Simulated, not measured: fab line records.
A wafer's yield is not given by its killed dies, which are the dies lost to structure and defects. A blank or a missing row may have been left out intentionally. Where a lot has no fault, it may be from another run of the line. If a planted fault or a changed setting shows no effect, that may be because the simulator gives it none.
Which tool did it? + flow n5-finfet + 27 wafers from 9 lots sampled at 8 of the route's 1938 steps

## WHAT THE GAUGES SHOWED, per wafer
N5_SD_EPI_N_OVL_MEAS_10. Usual: for SD_N_BLK_OVL the level is 0.0 nm and the standard deviation is 0.75.
| lot  | measured    | on         | SD_N_BLK_OVL (nm) | flag |
|------|-------------|------------|-------------------|------|
| L330 | day 4 00:23 | overlay-02 | 0.0 0.1 -1.3      |      |
| L337 | day 5 20:15 | overlay-01 | 0.0 -0.3 0.5      |      |
| L339 | day 6 11:12 | overlay-02 | 0.0 -0.3 0.1      |      |
| L340 | day 6 14:44 | overlay-02 | -0.6 -0.2 -1.4    |      |
| L344 | day 7 13:25 | overlay-01 | 0.0 0.1 0.6       |      |
| L345 | day 7 18:31 | overlay-01 | -0.2 1.1 -0.2     |      |
| L346 | day 7 23:50 | overlay-01 | -0.2 0.3 -0.7     |      |
| L347 | day 8 07:31 | overlay-01 | 0.7 0.2 0.0       |      |
| L349 | day 8 18:24 | overlay-02 | 0.9 0.0 0.3       |      |

N5_SD_EPI_N_INSPECT_26: inspects for defects (darkfield). Usual: raw-defect-count reads 224 (standard deviation 42).
| lot  | measured    | on                | raw-defect-count | flag |
|------|-------------|-------------------|------------------|------|
| L330 | day 4 04:43 | defect-inspect-01 | 126 202 156      |      |
| L337 | day 6 00:59 | defect-inspect-02 | 950 239 910      | OFF  |
| L339 | day 6 15:31 | defect-inspect-02 | 198 1002 185     | OFF  |
| L340 | day 6 18:44 | defect-inspect-01 | 197 205 216      |      |
| L344 | day 7 18:49 | defect-inspect-02 | 190 230 229      |      |
| L345 | day 7 22:40 | defect-inspect-02 | 224 175 204      |      |
| L346 | day 8 03:51 | defect-inspect-02 | 225 242 304      |      |
| L347 | day 8 12:17 | defect-inspect-02 | 183 256 217      |      |
| L349 | day 8 23:37 | defect-inspect-02 | 176 225 249      |      |

N5_SD_EPI_P_INSPECT_11: inspects for defects (macro). Usual: raw-defect-count reads 2.1 (standard deviation 1.5).
| lot  | measured    | on                | raw-defect-count | flag |
|------|-------------|-------------------|------------------|------|
| L330 | day 4 05:10 | defect-inspect-02 | 2 0 2            |      |
| L337 | day 6 01:26 | defect-inspect-02 | >300 0 >300      |      |
| L339 | day 6 15:58 | defect-inspect-01 | 1 >300 2         |      |
| L340 | day 6 19:05 | defect-inspect-02 | 4 1 3            |      |
| L344 | day 7 19:16 | defect-inspect-01 | 1 0 3            |      |
| L345 | day 7 23:07 | defect-inspect-01 | 1 1 2            |      |
| L346 | day 8 04:18 | defect-inspect-01 | 2 2 2            |      |
| L347 | day 8 12:44 | defect-inspect-01 | 2 2 1            |      |
| L349 | day 9 00:04 | defect-inspect-02 | 0 2 1            |      |

N5_SD_EPI_P_INSPECT_26: inspects for defects (darkfield). Usual: raw-defect-count reads 190 (standard deviation 36).
| lot  | measured    | on                | raw-defect-count | flag |
|------|-------------|-------------------|------------------|------|
| L330 | day 4 09:07 | defect-inspect-02 | 135 185 142      |      |
| L337 | day 6 05:13 | defect-inspect-02 | 935 175 847      | OFF  |
| L339 | day 6 19:51 | defect-inspect-01 | 183 949 165      | OFF  |
| L340 | day 6 22:50 | defect-inspect-01 | 136 169 158      |      |
| L344 | day 7 23:29 | defect-inspect-02 | 152 192 207      |      |
| L345 | day 8 02:53 | defect-inspect-01 | 179 145 157      |      |
| L346 | day 8 08:04 | defect-inspect-02 | 189 203 249      |      |
| L347 | day 8 16:38 | defect-inspect-01 | 190 212 198      |      |
| L349 | day 9 03:49 | defect-inspect-02 | 143 204 179      |      |

N5_SD_ACTIVATION_INSPECT_02: inspects for defects (darkfield). Usual: raw-defect-count reads 190 (standard deviation 35).
| lot  | measured    | on                | raw-defect-count | flag |
|------|-------------|-------------------|------------------|------|
| L330 | day 4 09:52 | defect-inspect-02 | 135 201 152      |      |
| L337 | day 6 05:59 | defect-inspect-02 | 945 179 860      | OFF  |
| L339 | day 6 20:36 | defect-inspect-02 | 196 943 163      | OFF  |
| L340 | day 6 23:37 | defect-inspect-01 | 119 175 156      |      |
| L344 | day 8 00:15 | defect-inspect-02 | 158 189 203      |      |
| L345 | day 8 03:38 | defect-inspect-01 | 165 139 159      |      |
| L346 | day 8 08:55 | defect-inspect-01 | 170 211 231      |      |
| L347 | day 8 17:34 | defect-inspect-01 | 197 220 201      |      |
| L349 | day 9 04:34 | defect-inspect-01 | 152 197 193      |      |

## TOOL THAT RAN EACH LOT (tool first, then ch and the chambers of the sampled wafers, then the start)
| lot  | N5_SPACER0_ALD_07                | N5_SD_EPI_N_ETCHBACK_44           | N5_SD_EPI_N_ETCH_45               |
|------|----------------------------------|-----------------------------------|-----------------------------------|
| L330 | ald-sin-01 ch 0,1,2, day 3 23:23 | rie-diel-02 ch 1,2,3, day 4 01:00 | rie-diel-02 ch 1,2,3, day 4 01:06 |
| L337 | ald-sin-03 ch 0,2,3, day 5 19:15 | rie-diel-02 ch 1,2, day 5 20:43   | rie-diel-02 ch 1,2, day 5 20:49   |
| L339 | ald-sin-04 ch 0,1,2, day 6 10:13 | rie-diel-02 ch 0,1,2, day 6 11:41 | rie-diel-02 ch 0,1,2, day 6 11:47 |
| L340 | ald-sin-03 ch 1,2,3, day 6 13:52 | rie-diel-03 ch 1,3, day 6 15:13   | rie-diel-03 ch 1,3, day 6 15:19   |
| L344 | ald-sin-03 ch 1,2,3, day 7 12:25 | rie-diel-03 ch 1,2, day 7 14:11   | rie-diel-03 ch 1,2, day 7 14:17   |
| L345 | ald-sin-01 ch 0,3, day 7 17:31   | rie-diel-06 ch 1,2, day 7 18:59   | rie-diel-06 ch 1,2, day 7 19:05   |
| L346 | ald-sin-04 ch 0,1, day 7 22:57   | rie-diel-06 ch 1,2,3, day 8 00:18 | rie-diel-06 ch 1,2,3, day 8 00:24 |
| L347 | ald-sin-01 ch 0,1,3, day 8 06:31 | rie-diel-03 ch 0,2,3, day 8 08:25 | rie-diel-03 ch 0,2,3, day 8 08:31 |
| L349 | ald-sin-01 ch 0,1,2, day 8 17:32 | rie-diel-02 ch 1,2,3, day 8 20:04 | rie-diel-02 ch 1,2,3, day 8 20:10 |
- N5_SPACER0_ALD_07: deposits SiNx, target thk 2 nm.
- N5_SD_EPI_N_ETCHBACK_44: etches SiNx in CH3F/O2, stops on SiO2, target depth 14.5 nm.
- N5_SD_EPI_N_ETCH_45: etches SiOCN in CH3F/O2, target depth 6 nm.

## WHAT THE TOOLS THEMSELVES READ (means of the sampled wafers that have a number; where no wafer has one, the mark that the record gives instead)
N5_SPACER0_ALD_07. Usual: heater-power-w reads 804 W (standard deviation 62).
| lot  | tool       | heater-power-w (W) | flag |
|------|------------|--------------------|------|
| L330 | ald-sin-01 | 784                |      |
| L337 | ald-sin-03 | 852                |      |
| L339 | ald-sin-04 | 838                |      |
| L340 | ald-sin-03 | 830                |      |
| L344 | ald-sin-03 | 820                |      |
| L345 | ald-sin-01 | 728                |      |
| L346 | ald-sin-04 | 821                |      |
| L347 | ald-sin-01 | 764                |      |
| L349 | ald-sin-01 | 780                |      |

N5_SD_EPI_N_ETCHBACK_44. Usual: drypump-motor-current-A 5.58 A, standard deviation 0.29; oes_ar_750_au 0.79 a.u., standard deviation 0.082; oes-product-au 0.68 a.u., standard deviation 0.072; rf-vpp-V 296 V, standard deviation 8.8; showerhead-plenum-p-Torr 1.98 Torr, standard deviation 0.059; throttle-valve-pct 16.34 %, standard deviation 0.23.
| lot  | tool        | drypump-motor-current-A (A) | oes_ar_750_au (a.u.) | oes-product-au (a.u.) | rf-vpp-V (V) | showerhead-plenum-p-Torr (Torr) | throttle-valve-pct (%) | flag |
|------|-------------|-----------------------------|----------------------|-----------------------|--------------|---------------------------------|------------------------|------|
| L330 | rie-diel-02 | 5.55                        | 0.74                 | 0.64                  | 301          | 1.97                            | 16.60                  |      |
| L337 | rie-diel-02 | 5.38                        | 0.77                 | 0.65                  | 303          | 1.95                            | 16.68                  |      |
| L339 | rie-diel-02 | 5.53                        | 0.75                 | 0.64                  | 292          | 1.93                            | 16.59                  |      |
| L340 | rie-diel-03 | 5.69                        | 0.76                 | 0.66                  | 295          | 1.96                            | 16.18                  |      |
| L344 | rie-diel-03 | 5.54                        | 0.85                 | 0.74                  | 307          | 2.00                            | 16.15                  |      |
| L345 | rie-diel-06 | 5.44                        | 0.89                 | 0.75                  | 294          | 2.04                            | 16.22                  |      |
| L346 | rie-diel-06 | 5.62                        | 0.83                 | 0.70                  | 291          | 1.99                            | 16.35                  |      |
| L347 | rie-diel-03 | 5.57                        | 0.76                 | 0.66                  | 301          | 2.03                            | 16.23                  |      |
| L349 | rie-diel-02 | 5.54                        | 0.79                 | 0.68                  | 301          | 1.95                            | 16.52                  |      |

N5_SD_EPI_N_ETCH_45. Usual: drypump-motor-current-A 5.57 A, standard deviation 0.3; oes-product-au 0.79 a.u., standard deviation 0.087; rf-vpp-V 127.2 V, standard deviation 0.89; showerhead-plenum-p-Torr 1.98 Torr, standard deviation 0.059; throttle-valve-pct 23.33 %, standard deviation 0.28.
| lot  | tool        | drypump-motor-current-A (A) | oes-product-au (a.u.) | rf-vpp-V (V) | showerhead-plenum-p-Torr (Torr) | throttle-valve-pct (%) | flag |
|------|-------------|-----------------------------|-----------------------|--------------|---------------------------------|------------------------|------|
| L330 | rie-diel-02 | 5.54                        | 0.74                  | 126.6        | 1.96                            | 23.66                  |      |
| L337 | rie-diel-02 | 5.38                        | 0.76                  | 127.2        | 1.95                            | 23.82                  |      |
| L339 | rie-diel-02 | 5.53                        | 0.73                  | 126.7        | 1.93                            | 23.64                  |      |
| L340 | rie-diel-03 | 5.65                        | 0.76                  | 127.5        | 1.96                            | 23.05                  |      |
| L344 | rie-diel-03 | 5.56                        | 0.87                  | 127.9        | 1.99                            | 23.16                  |      |
| L345 | rie-diel-06 | 5.45                        | 0.89                  | 127.0        | 2.03                            | 23.30                  |      |
| L346 | rie-diel-06 | 5.62                        | 0.82                  | 127.0        | 1.98                            | 23.39                  |      |
| L347 | rie-diel-03 | 5.57                        | 0.77                  | 127.4        | 2.02                            | 23.17                  |      |
| L349 | rie-diel-02 | 5.55                        | 0.79                  | 126.7        | 1.95                            | 23.60                  |      |

## THE ANSWER, worked out from the rows above alone
Rule: take the mean of a lot's wafers that have a number; if it is more than 3 standard deviations from the usual mean, the lot is off. Also off: a lot with no number at a reading for which 4 or more lots have one. Any other lot the step has rows for is counted as sound. The gauges are gone through in route order, then the tools' own readings, and for those a lot's mean is taken as printed above. At the first step where some lot is off, the reading lying furthest off is the one used; lots without a number count as furthest.
Off, at N5_SD_EPI_N_INSPECT_26 on raw-defect-count: L337, L339.
A tool fits if, at a process step before that reading, it ran every lot that is off, and no sound lot after the first of them. Those tools and the gauges at N5_SD_EPI_N_INSPECT_26 are tried in the same way. Of those tried, none fits.

## WHAT HAD BEEN PUT IN BY THE SIMULATOR
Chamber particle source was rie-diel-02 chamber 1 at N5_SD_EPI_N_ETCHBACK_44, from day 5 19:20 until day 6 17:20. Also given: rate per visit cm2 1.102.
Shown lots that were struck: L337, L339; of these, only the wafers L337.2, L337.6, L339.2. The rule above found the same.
